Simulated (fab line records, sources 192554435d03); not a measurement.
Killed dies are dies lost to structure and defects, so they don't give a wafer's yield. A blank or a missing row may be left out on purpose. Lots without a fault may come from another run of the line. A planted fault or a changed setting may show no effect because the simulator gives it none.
fab line records | flow n5_finfet
record lots=24 wafers=72 last_day=18
route steps=1938 shown BEOL_M3@990
lots that met no fault: from a run of the same line without faults
start_h: hours from the record's first day to the start of the lot's first wafer shown | wait_h: hours since the lot's step before | " the same as in the row above | L1.1+2: a row that stands for several wafers | - no value, or no start given | * or withheld: withheld | < > ~ a bound
route shown NAME@n: a module of which the file shows steps, and the number in the route of the first | usual: mean/standard deviation of fault-free wafers | same: alike in all rows | chamber/n: place in a boat | sites: the reading at each site | _std_site: their standard deviation | _edge_site: outer sites' mean less inner sites' | radius_mm: how far each site lies from the wafer's centre | mask NAME#n: copy n | behind: the tool/chamber that last shaped the wafer | hold: why the lot was held/for how many hours/how that ended | device: the transistor (n, p or np) that didn't switch | end of line: the same wafers' tests at the end of the route | a step without rows: its recipe alone | killed: dies lost to structure and defects at the first sort, not the wafer's yield | map: a wafer's dies, x killed, . not, _ none there
set.NAME: the setting as run; set.NAME@STEP: as run at that earlier step | model.NAME: the simulator's own value behind a step, which no gauge read
steps of the route over a sample of lots; a table a step, a row a wafer
services: from which hour (start_h, from the record's first day; less than 0 if before it) a tool's chamber was out of use, for how many hours, and why
## steps
# step N5_BEOL_M3_PRE_CLEAN_45
# recipe gas=H2/He time_s=30 temp_c=250
# usual heater_power_w=349/16
# columns lot.wafer tool chamber start_h wait_h heater_power_w
L075.3 pvd_sputter-02 - 146.93 0.0 351
L075.4 " - " " 343
L075.6 " - " " 337
L074.2 pvd_sputter-01 - 149.99 0.0 339
L074.5 " - " " 335
L074.6 " - " " 337
L076.1 pvd_sputter-02 - 154.59 0.0 349
L076.3 " - " " 330
L076.5 " - " " 350
L077.1 pvd_sputter-02 - 159.59 0.0 332
L077.2 " - " " 353
L077.3 " - " " 339
L079.3 pvd_sputter-01 - 177.78 0.0 377
L079.5 " - " " 334
L079.6 " - " " 384
L078.1 pvd_sputter-02 - 182.35 0.0 352
L078.5 " - " " 358
L078.6 " - " " 358
L080.3 pvd_sputter-02 - 192.20 0.0 355
L080.4 " - " " 353
L080.6 " - " " 352
L081.3 pvd_sputter-03 - 195.45 0.0 368
L081.4 " - " " 358
L081.5 " - " " 368
L082.2 pvd_sputter-01 - 195.46 0.0 369
L082.3 " - " " 323
L082.6 " - " " 380
L083.2 pvd_sputter-03 - 195.79 0.0 379
L083.5 " - " " 389
L083.6 " - " " 332
L084.1 pvd_sputter-01 - 213.85 0.0 344
L084.3 " - " " 338
L084.5 " - " " 378
L085.1 pvd_sputter-01 - 222.89 0.0 334
L085.3 " - " " 331
L085.4 " - " " 343
L086.2 pvd_sputter-01 - 226.81 0.0 378
L086.4 " - " " 337
L086.5 " - " " 378
L087.1 pvd_sputter-02 - 244.18 0.0 335
L087.4 " - " " 355
L087.5 " - " " 353
L088.2 pvd_sputter-03 - 251.95 0.0 330
L088.5 " - " " 331
L088.6 " - " " 354
L089.1 pvd_sputter-02 - 252.02 0.0 352
L089.4 " - " " 359
L089.6 " - " " 356
L091.2 pvd_sputter-03 - 255.48 0.0 327
L091.5 " - " " 376
L091.6 " - " " 349
L090.2 pvd_sputter-03 - 255.64 0.0 329
L090.4 " - " " 384
L090.5 " - " " 376
L092.4 pvd_sputter-02 - 264.48 0.0 353
L092.5 " - " " 353
L092.6 " - " " 357
L093.1 pvd_sputter-02 - 269.86 0.0 351
L093.2 " - " " 354
L093.6 " - " " 358
L094.1 pvd_sputter-03 - 270.35 0.0 336
L094.4 " - " " 346
L094.5 " - " " 348
L095.1 pvd_sputter-01 - 278.00 0.0 325
L095.3 " - " " 383
L095.4 " - " " 341
L096.3 pvd_sputter-03 - 288.75 0.0 358
L096.4 " - " " 378
L096.6 " - " " 362
L097.2 pvd_sputter-02 - 295.03 0.0 338
L097.3 " - " " 346
L097.5 " - " " 355
# step N5_BEOL_M3_ANNEAL_80
# recipe temp_c=400 time_s=240 ambient=vacuum
# usual heater_power_w=870/39
# columns lot.wafer tool chamber start_h wait_h heater_power_w
L075.3 pvd_sputter-01 - 147.75 0.0 950
L075.4 " - " " 848
L075.6 " - " " 844
L074.2 pvd_sputter-02 - 152.65 0.0 833
L074.5 " - " " 885
L074.6 " - " " 842
L076.1 pvd_sputter-03 - 155.69 0.0 844
L076.3 " - " " 812
L076.5 " - " " 910
L077.1 pvd_sputter-03 - 162.25 0.0 848
L077.2 " - " " 893
L077.3 " - " " 815
L079.3 pvd_sputter-03 - 180.52 0.0 952
L079.5 " - " " 946
L079.6 " - " " 819
L078.1 pvd_sputter-01 - 183.22 0.0 864
L078.5 " - " " 827
L078.6 " - " " 956
L080.3 pvd_sputter-03 - 193.09 0.0 806
L080.4 " - " " 915
L080.6 " - " " 826
L082.2 pvd_sputter-01 - 196.44 0.0 842
L082.3 " - " " 835
L082.6 " - " " 850
L081.3 pvd_sputter-02 - 196.47 0.0 851
L081.4 " - " " 877
L081.5 " - " " 885
L083.2 pvd_sputter-03 - 196.96 0.0 897
L083.5 " - " " 890
L083.6 " - " " 793
L084.1 pvd_sputter-02 - 214.84 0.0 850
L084.3 " - " " 897
L084.5 " - " " 898
L085.1 pvd_sputter-03 - 223.78 0.0 836
L085.3 " - " " 897
L085.4 " - " " 802
L086.2 pvd_sputter-02 - 227.82 0.0 838
L086.4 " - " " 878
L086.5 " - " " 888
L087.1 pvd_sputter-02 - 245.04 0.0 857
L087.4 " - " " 840
L087.5 " - " " 830
L088.2 pvd_sputter-02 - 252.76 0.0 869
L088.5 " - " " 897
L088.6 " - " " 885
L089.1 pvd_sputter-02 - 254.60 0.0 847
L089.4 " - " " 877
L089.6 " - " " 839
L091.2 pvd_sputter-01 - 256.38 0.0 931
L091.5 " - " " 852
L091.6 " - " " 850
L090.2 pvd_sputter-02 - 256.78 0.0 890
L090.4 " - " " 872
L090.5 " - " " 826
L092.4 pvd_sputter-01 - 265.41 0.0 939
L092.5 " - " " 823
L092.6 " - " " 936
L093.1 pvd_sputter-02 - 270.98 0.0 883
L093.2 " - " " 843
L093.6 " - " " 898
L094.1 pvd_sputter-02 - 273.00 0.0 899
L094.4 " - " " 842
L094.5 " - " " 895
L095.1 pvd_sputter-01 - 279.10 0.0 929
L095.3 " - " " 853
L095.4 " - " " 836
L096.3 pvd_sputter-03 - 289.79 0.0 852
L096.4 " - " " 821
L096.6 " - " " 822
L097.2 pvd_sputter-02 - 295.87 0.0 826
L097.3 " - " " 873
L097.5 " - " " 819
# step N5_BEOL_M3_ANNEAL_93
# recipe temp_c=400 time_s=240 ambient=vacuum
# usual heater_power_w=869/40
# columns lot.wafer tool chamber start_h wait_h heater_power_w
L075.3 pvd_sputter-01 - 148.85 0.0 929
L075.4 " - " " 854
L075.6 " - " " 838
L074.2 pvd_sputter-02 - 153.75 0.0 838
L074.5 " - " " 873
L074.6 " - " " 821
L076.1 pvd_sputter-03 - 156.79 0.0 837
L076.3 " - " " 835
L076.5 " - " " 944
L077.1 pvd_sputter-03 - 163.35 0.0 854
L077.2 " - " " 876
L077.3 " - " " 835
L079.3 pvd_sputter-03 - 181.62 0.0 953
L079.5 " - " " 922
L079.6 " - " " 853
L078.1 pvd_sputter-01 - 184.32 0.0 836
L078.5 " - " " 843
L078.6 " - " " 935
L080.3 pvd_sputter-03 - 194.19 0.0 790
L080.4 " - " " 878
L080.6 " - " " 855
L082.2 pvd_sputter-01 - 197.54 0.0 832
L082.3 " - " " 853
L082.6 " - " " 825
L081.3 pvd_sputter-02 - 197.57 0.0 821
L081.4 " - " " 852
L081.5 " - " " 873
L083.2 pvd_sputter-03 - 198.06 0.0 891
L083.5 " - " " 871
L083.6 " - " " 831
L084.1 pvd_sputter-02 - 215.94 0.0 842
L084.3 " - " " 856
L084.5 " - " " 862
L085.1 pvd_sputter-03 - 224.88 0.0 840
L085.3 " - " " 904
L085.4 " - " " 787
L086.2 pvd_sputter-02 - 228.92 0.0 809
L086.4 " - " " 886
L086.5 " - " " 879
L087.1 pvd_sputter-02 - 246.14 0.0 885
L087.4 " - " " 842
L087.5 " - " " 843
L088.2 pvd_sputter-02 - 253.86 0.0 851
L088.5 " - " " 870
L088.6 " - " " 888
L089.1 pvd_sputter-02 - 255.70 0.0 846
L089.4 " - " " 872
L089.6 " - " " 821
L091.2 pvd_sputter-01 - 257.48 0.0 943
L091.5 " - " " 820
L091.6 " - " " 844
L090.2 pvd_sputter-02 - 257.88 0.0 885
L090.4 " - " " 862
L090.5 " - " " 859
L092.4 pvd_sputter-01 - 266.51 0.0 951
L092.5 " - " " 832
L092.6 " - " " 945
L093.1 pvd_sputter-02 - 272.08 0.0 872
L093.2 " - " " 836
L093.6 " - " " 912
L094.1 pvd_sputter-02 - 274.10 0.0 888
L094.4 " - " " 839
L094.5 " - " " 871
L095.1 pvd_sputter-01 - 280.20 0.0 942
L095.3 " - " " 819
L095.4 " - " " 836
L096.3 pvd_sputter-03 - 290.89 0.0 866
L096.4 " - " " 839
L096.6 " - " " 836
L097.2 pvd_sputter-02 - 296.97 0.0 826
L097.3 " - " " 887
L097.5 " - " " 858
# step N5_BEOL_M3_CMP_52
# recipe stop_on=SiOC t_overpolish_s=6.8 down_force_psi=1 platen_rpm=50 clearing_platen_down_force_psi=1.5 clearing_platen_rpm=50 post_cmp_clean=cu_alkaline target_thk_nm=40 clearing_platen_pad_velocity_m_s=0.99484 pad_velocity_m_s=0.99484
# usual barrier_field_endpoint_s=24.3/0.72 motor_current_A=6.0/0.5 overpolish_run_s=6.800/0.0088 pad_life_wafers=1172/670 time_to_endpoint_s=61/4
# columns lot.wafer tool chamber start_h wait_h barrier_field_endpoint_s motor_current_A overpolish_run_s pad_life_wafers time_to_endpoint_s
L075.4 cmp-04 2 149.74 0.2 24.5 5.6 6.797 163 60
L075.3 " 3 " " 24.5 6.3 6.801 164 63
L075.6 " 1 " " 24.1 5.5 6.803 - 58
L074.2 cmp-01 1 154.71 0.3 25.7 5.2 6.804 891 68
L074.6 " 2 " " 25.4 5.7 6.804 - 65
L074.5 " 3 " " 25.4 7.0 6.799 - 68
L076.1 cmp-01 0 157.64 0.3 24.6 5.4 6.777 906 64
L076.3 " 1 " " 25.4 5.7 6.794 907 68
L076.5 " 1 " " 25.4 5.4 6.800 - 67
L077.1 cmp-03 0 164.20 0.3 23.4 6.4 6.811 1218 58
L077.2 " 2 " " 23.2 5.6 6.791 1220 57
L077.3 " 3 " " 24.1 6.3 6.808 1221 59
L079.3 cmp-03 1 182.50 0.2 23.1 6.5 6.810 1338 57
L079.5 " 1 " " 24.0 6.4 6.813 - 57
L079.6 " 2 " " 23.4 5.8 6.788 - 55
L078.1 cmp-03 3 185.35 0.4 23.7 6.3 6.798 1363 59
L078.5 " 2 " " 23.5 5.8 6.804 - 53
L078.6 " 3 " " 24.2 6.3 6.778 - 62
L080.4 cmp-04 2 195.10 0.2 23.8 5.6 6.784 493 59
L080.3 " 0 " " 23.1 6.1 6.805 495 58
L080.6 " 1 " " 24.2 5.7 6.807 - 60
L082.3 cmp-04 3 198.43 0.2 25.0 5.7 6.824 529 64
L082.2 " 1 " " 23.4 5.7 6.785 531 58
L082.6 " 2 " " 24.0 5.4 6.815 - 59
L081.4 cmp-03 3 198.56 0.1 25.5 6.0 6.812 1488 65
L081.3 " 0 " " 24.8 6.4 6.810 1489 63
L081.5 " 0 " " 24.5 6.3 6.785 - 62
L083.2 cmp-03 2 199.17 0.4 23.5 6.0 6.811 1500 57
L083.6 " 2 " " 23.6 5.6 6.813 - 56
L083.5 " 3 " " 24.7 6.2 6.795 - 62
L084.3 cmp-01 0 216.79 0.2 24.4 5.3 6.800 1344 62
L084.1 " 2 " " 24.2 5.5 6.790 1346 62
L084.5 " 1 " " 25.3 5.3 6.799 - 67
L085.1 cmp-03 0 225.74 0.3 24.6 6.5 6.802 1728 63
L085.4 " 1 " " 24.2 6.0 6.788 1729 55
L085.3 " 2 " " 24.1 5.9 6.793 1730 58
L086.2 cmp-03 0 229.83 0.3 25.0 6.3 6.806 1765 63
L086.4 " 2 " " 24.2 5.9 6.795 1767 57
L086.5 " 0 " " 24.8 6.2 6.811 - 62
L087.1 cmp-01 0 247.07 0.3 23.8 5.4 6.789 1622 64
L087.4 " 1 " " 24.4 5.1 6.802 1623 65
L087.5 " 3 " " 23.8 7.0 6.802 - 67
L088.2 cmp-01 3 254.83 0.3 25.5 7.1 6.801 1695 65
L088.6 " 0 " " 25.6 5.4 6.782 - 64
L088.5 " 1 " " 25.6 5.4 6.801 - 63
L089.4 cmp-03 2 256.87 0.2 24.1 5.7 6.804 2006 58
L089.1 " 3 " " 24.5 6.2 6.794 2007 68
L089.6 " 0 " " 23.5 7.0 6.809 - 62
L091.2 cmp-01 2 258.42 0.3 24.7 5.9 6.797 1718 65
L091.5 " 0 " " 24.6 5.5 6.791 - 61
L091.6 " 1 " " 25.1 5.3 6.794 - 66
L090.2 cmp-03 2 258.75 0.2 24.0 6.0 6.798 2022 57
L090.4 " 0 " " 23.7 6.4 6.799 2024 60
L090.5 " 3 " " 24.2 6.4 6.805 - 62
L092.4 cmp-01 3 267.40 0.2 25.4 7.0 6.785 1801 67
L092.5 " 2 " " 23.7 5.6 6.807 - 65
L092.6 " 3 " " 23.9 7.0 6.792 - 65
L093.1 cmp-03 1 273.03 0.3 23.5 6.1 6.802 73 56
L093.2 " 2 " " 23.7 5.9 6.817 74 54
L093.6 " 0 " " 24.2 6.5 6.804 - 61
L094.4 cmp-03 0 275.05 0.2 23.9 6.4 6.802 86 58
L094.1 " 1 " " 23.7 6.6 6.804 87 58
L094.5 " 3 " " 24.7 6.1 6.799 - 61
L095.3 cmp-03 1 281.05 0.2 24.0 6.4 6.803 132 61
L095.4 " 2 " " 24.3 5.5 6.794 133 60
L095.1 " 0 " " 25.4 6.6 6.787 135 63
L096.4 cmp-03 1 291.85 0.2 23.2 6.6 6.794 229 59
L096.3 " 3 " " 24.1 6.1 6.788 231 66
L096.6 " 0 " " 23.8 6.5 6.790 - 61
L097.2 cmp-01 3 297.84 0.2 24.4 6.6 6.803 2004 64
L097.3 " 1 " " 23.9 5.3 6.807 2006 59
L097.5 " 0 " " 24.4 5.3 6.798 - 60
# step N5_BEOL_M3_THK_MEAS_53
# recipe thk_meas_gauge=xrf reads=Cu_of_BEOL_M3_ECD_50
# usual M3_THK=39.3/1.6
# columns lot.wafer tool chamber start_h wait_h M3_THK[nm]
L075.3 film_metro-01 - 150.00 - 38.7
L075.4 " - " " 39.5
L075.6 " - " " 37.3
L074.2 film_metro-02 - 154.89 - 40.8
L074.5 " - " " 41.7
L074.6 " - " " 40.3
L076.1 film_metro-01 - 157.94 - 39.5
L076.3 " - " " 38.2
L076.5 " - " " 40.4
L077.1 film_metro-01 - 164.50 - 38.5
L077.2 " - " " 38.5
L077.3 " - " " 39.0
L079.3 film_metro-01 - 182.80 - 36.6
L079.5 " - " " 38.2
L079.6 " - " " 39.3
L078.1 film_metro-01 - 185.61 - 41.0
L078.5 " - " " 39.6
L078.6 " - " " 39.8
L080.3 film_metro-01 - 195.36 - 39.7
L080.4 " - " " 38.6
L080.6 " - " " 38.6
L082.2 film_metro-02 - 198.69 - 37.0
L082.3 " - " " 40.4
L082.6 " - " " 38.1
L081.3 film_metro-02 - 198.86 - 40.2
L081.4 " - " " 39.8
L081.5 " - " " 39.6
L083.2 film_metro-02 - 199.47 - 35.4
L083.5 " - " " 40.1
L083.6 " - " " 38.7
L084.1 film_metro-02 - 217.08 - 40.6
L084.3 " - " " 39.3
L084.5 " - " " 40.0
L085.1 film_metro-02 - 226.03 - 38.1
L085.3 " - " " 36.8
L085.4 " - " " 39.5
L086.2 film_metro-01 - 230.08 - 38.8
L086.4 " - " " 38.7
L086.5 " - " " 41.0
L087.1 film_metro-02 - 247.28 - 38.3
L087.4 " - " " 41.4
L087.5 " - " " 41.8
L088.2 film_metro-01 - 255.01 - 40.6
L088.5 " - " " 39.6
L088.6 " - " " 39.6
L089.1 film_metro-02 - 257.08 - 40.0
L089.4 " - " " 38.8
L089.6 " - " " 43.1
L091.2 film_metro-01 - 258.64 - 40.5
L091.5 " - " " 42.4
L091.6 " - " " 42.0
L090.2 film_metro-02 - 259.04 - 36.3
L090.4 " - " " 38.7
L090.5 " - " " 40.1
L092.4 film_metro-02 - 267.66 - 42.4
L092.5 " - " " 41.0
L092.6 " - " " 43.1
L093.1 film_metro-01 - 273.43 - 37.0
L093.2 " - " " 35.8
L093.6 " - " " 38.5
L094.1 film_metro-02 - 275.27 - 37.8
L094.4 " - " " 38.3
L094.5 " - " " 38.4
L095.1 film_metro-01 - 281.34 - 37.5
L095.3 " - " " 37.8
L095.4 " - " " 39.3
L096.3 film_metro-01 - 292.11 - 40.2
L096.4 " - " " 37.2
L096.6 " - " " 38.8
L097.2 film_metro-01 - 298.14 - 38.7
L097.3 " - " " 39.4
L097.5 " - " " 38.6
# step N5_BEOL_M3_INSPECT_59
# recipe inspect_instrument=darkfield mode=post_dep
# usual raw_defect_count=68/18
# columns lot.wafer tool chamber start_h wait_h raw_defect_count
L075.3 defect_inspect-01 - 150.30 0.0 75
L075.4 " - " " 42
L075.6 " - " " 60
L074.2 defect_inspect-01 - 155.21 0.0 54
L074.5 " - " " 42
L074.6 " - " " 46
L076.1 defect_inspect-02 - 158.28 0.0 100
L076.3 " - " " 81
L076.5 " - " " 63
L077.1 defect_inspect-02 - 164.84 0.0 83
L077.2 " - " " 79
L077.3 " - " " 56
L079.3 defect_inspect-02 - 183.09 0.0 101
L079.5 " - " " 104
L079.6 " - " " 86
L078.1 defect_inspect-01 - 186.17 0.0 101
L078.5 " - " " 81
L078.6 " - " " 43
L080.3 defect_inspect-02 - 195.64 0.0 87
L080.4 " - " " 58
L080.6 " - " " 48
L082.2 defect_inspect-02 - 198.97 0.0 93
L082.3 " - " " 68
L082.6 " - " " 52
L081.3 defect_inspect-01 - 199.15 0.0 71
L081.4 " - " " 74
L081.5 " - " " 85
L083.2 defect_inspect-02 - 199.98 0.0 87
L083.5 " - " " 66
L083.6 " - " " 59
L084.1 defect_inspect-01 - 217.37 0.0 81
L084.3 " - " " 76
L084.5 " - " " 60
L085.1 defect_inspect-01 - 226.34 0.0 87
L085.3 " - " " 66
L085.4 " - " " 67
L086.2 defect_inspect-02 - 230.37 0.0 68
L086.4 " - " " 80
L086.5 " - " " 66
L087.1 defect_inspect-02 - 247.58 0.0 49
L087.4 " - " " 55
L087.5 " - " " 67
L088.2 defect_inspect-02 - 255.33 0.0 56
L088.5 " - " " 65
L088.6 " - " " 48
L089.1 defect_inspect-01 - 257.40 0.0 51
L089.4 " - " " 52
L089.6 " - " " 52
L091.2 defect_inspect-01 - 258.96 0.0 101
L091.5 " - " " 67
L091.6 " - " " 114
L090.2 defect_inspect-02 - 259.36 0.0 57
L090.4 " - " " 56
L090.5 " - " " 79
L092.4 defect_inspect-01 - 268.00 0.0 60
L092.5 " - " " 50
L092.6 " - " " 79
L093.1 defect_inspect-01 - 273.72 0.0 95
L093.2 " - " " 84
L093.6 " - " " 69
L094.1 defect_inspect-01 - 275.55 0.0 77
L094.4 " - " " 104
L094.5 " - " " 79
L095.1 defect_inspect-01 - 281.70 0.0 68
L095.3 " - " " 58
L095.4 " - " " 77
L096.3 defect_inspect-01 - 292.49 0.0 36
L096.4 " - " " 47
L096.6 " - " " 24
L097.2 defect_inspect-01 - 298.44 0.0 84
L097.3 " - " " 73
L097.5 " - " " 64
## services
# columns tool chamber start_h hours kind
cmp-04 - 124.14 4.6 pm
cmp-01 - 179.60 0.8 repair
cmp-04 - 190.60 2.6 repair
cmp-01 - 197.94 6.9 pm
cmp-03 - 220.94 0.8 repair
cmp-03 - 233.89 0.3 repair
cmp-03 - 259.78 4.0 pm
cmp-03 - 263.78 - consumable_replace:conditioner
cmp-03 - 263.78 - consumable_replace:pad
cmp-04 - 278.21 0.4 repair
cmp-01 - 287.77 0.5 repair
cmp-01 - 288.30 5.9 pm
## key
fault none
